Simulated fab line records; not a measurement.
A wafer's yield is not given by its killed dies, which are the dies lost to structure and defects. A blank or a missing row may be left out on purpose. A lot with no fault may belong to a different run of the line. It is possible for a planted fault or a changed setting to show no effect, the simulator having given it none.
Chamber matching + flow n5_finfet + pecvd-04 running N5_BEOL_M10_DEP_56: 3 sister chambers
The step deposits SiCN from 3MS/NH3, target thk 15 nm, time 26.5 s. 3 wafers are shown with their chamber, then 12 later ones without.

== EACH WAFER AND ITS CHAMBER ==
| wafer  | chamber | showerhead_plenum_p_Torr (Torr) |
|--------|---------|---------------------------------|
| L085.3 | 0       | 3.663                           |
| L086.2 | 1       | 3.675                           |
| L086.4 | 2       | 3.639                           |

== WAFERS WITHOUT THEIR CHAMBER ==
| wafer  | showerhead_plenum_p_Torr (Torr) |
|--------|---------------------------------|
| L088.1 | 3.640                           |
| L088.4 | 3.677                           |
| L088.5 | 3.652                           |
| L092.1 | 3.663                           |
| L092.2 | 3.641                           |
| L092.3 | 3.665                           |
| L094.3 | 3.645                           |
| L094.4 | 3.657                           |
| L094.6 | 3.664                           |
| L097.2 | 3.638                           |
| L097.3 | 3.664                           |
| L097.5 | 3.644                           |

== WHICH CHAMBER EACH WENT THROUGH ==
| wafer  | from the rows above     | in truth                   |
|--------|-------------------------|----------------------------|
| L088.1 | 2                       | 2                          |
| L088.4 | 1                       | 1                          |
| L088.5 | can't be placed: 0 or 2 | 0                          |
| L092.1 | 0                       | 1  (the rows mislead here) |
| L092.2 | 2                       | 2                          |
| L092.3 | can't be placed: 0 or 1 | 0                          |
| L094.3 | 2                       | 2                          |
| L094.4 | 0                       | 0                          |
| L094.6 | 0                       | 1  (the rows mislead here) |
| L097.2 | 2                       | 2                          |
| L097.3 | 0                       | 0                          |
| L097.5 | 2                       | 2                          |
Correct placement for 8 of the 12. These rows do not allow placing 2 (true chamber among the candidates in 2). 2 placed wrongly.
How it was worked out, from the rows above alone: a wafer's distance from a chamber is the root of the sum, over the readings, of the square of ((its reading less the chamber's mean) divided by the reading's scatter). If the next closest chamber is less than 2 further off than the closest, the wafer can't be placed; otherwise it belongs to the closest. The mean given for a chamber averages the wafers shown for that chamber. The scatter: with one shown wafer a chamber, the root of the mean of the squares of how far each hidden wafer lies from its nearest shown one.
